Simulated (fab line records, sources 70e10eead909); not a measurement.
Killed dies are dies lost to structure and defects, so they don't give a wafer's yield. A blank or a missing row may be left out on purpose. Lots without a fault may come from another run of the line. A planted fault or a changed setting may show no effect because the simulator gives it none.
A struck lot beside a sound one | flow nand_harc | 15 steps out of a route of 1302
Sound: wafers L270.1, L270.3, L270.4. Struck: wafers L277.2, L277.6. The cause comes at the end.
At each step with rows: each side's tool, then ch and its chambers, then its first start. Under that, the readings that differ: sound wafers | struck wafers | difference of the means | sigmas: that difference in standard deviations of wafers without a fault.
alike: readings whose means differ by less than 2 such deviations, and words and numbers that are the same on both sides. not compared: withheld readings, readings that some wafer has no value for, bounds like >300 that may hide the same value, and numbers for which the record gives no deviation and whose values overlap.
The two part at a step that has a row with sigmas, a row that says differs or no value, or rows on one side only. Numbers that don't overlap but have no deviation are shown without sigmas and don't part them. A reading that every wafer of one side lacks parts them only if that side has two wafers or more.

first, 4 steps without rows for these wafers: NHARC_A_DECK1_JOINT_CURE_26 (time 32 s); NHARC_A_DECK1_JOINT_ANNEAL_27 (time 3600 s); NHARC_A_DECK1_JOINT_ANNEAL_28 (time 1800 s); NHARC_A_DECK1_JOINT_ANNEAL_29 (time 1800 s).
NHARC_A_DECK1_JOINT_CMP_02: polishes SiOx.
  sound on cmp-04 ch 1,2,3, day 12 11:22; struck on cmp-01 ch 0,3, day 15 05:35
  alike: motor_current_A
then, 1 step without rows for these wafers: NHARC_A_DECK1_JOINT_SRD_15.
NHARC_A_DECK1_JOINT_DEP_16: deposits SiO2, target thk 45 nm.
  sound on pecvd-02 ch 0,2, day 12 11:48; struck on pecvd-03 ch 0,1, day 15 05:54
  reading            | sound       | struck  | difference | sigmas
  heater_power_w (W) | 744 554 776 | 370 468 | -272       | -2
  alike: chamber_pressure_Torr, rf_fwd_power_W, throttle_valve_pct
NHARC_A_DECK1_JOINT_THK_MEAS_17: measures by ellipsometry.
  sound on film_metro-01, day 12 12:05; struck on film_metro-02, day 15 06:11
  alike: thk_nm
NHARC_A_DECK1_JOINT_INSPECT_05:
  sound on defect_inspect-01, day 12 12:07; struck on defect_inspect-02, day 15 06:13
  alike: raw_defect_count
then, 1 step without rows for these wafers: NHARC_A_ONON_D2_DEP_00 (target thk 1000 nm).
NHARC_A_ONON_D2_THK_MEAS_02: measures by ellipsometry.
  sound on film_metro-01, day 12 12:41; struck on film_metro-01, day 15 06:47
  alike: thk_nm
NHARC_A_ONON_D2_DEP_03: target thk 1000 nm.
  sound on pecvd_onon-02 ch 0, day 12 12:44; struck on pecvd_onon-04 ch 0, day 15 06:54
NHARC_A_ONON_D2_THK_MEAS_05: measures by ellipsometry.
  sound on film_metro-02, day 12 13:16; struck on film_metro-01, day 15 07:22
  reading     | sound          | struck  | difference | sigmas
  thk_nm (nm) | 1007 1008 1008 | 573 572 | -435       | -53
then, 1 step without rows for these wafers: NHARC_A_ONON_D2_DEP_06 (target thk 1000 nm).
-- the record jumps here: 12 days lie between the struck wafers' starts before and after (it left off in module A_ONON_D2 and takes up again in module END, whose first step shown is number 1302 of the route) --
NHARC_END_SORT_01:
  the record has rows for the struck wafers here (prober-02 ch 0, day 26 21:28) and none for the sound ones

WHERE THEY PART
First at NHARC_A_DECK1_JOINT_DEP_16; last, within this record, at NHARC_END_SORT_01.

WHY: what the simulator had put in
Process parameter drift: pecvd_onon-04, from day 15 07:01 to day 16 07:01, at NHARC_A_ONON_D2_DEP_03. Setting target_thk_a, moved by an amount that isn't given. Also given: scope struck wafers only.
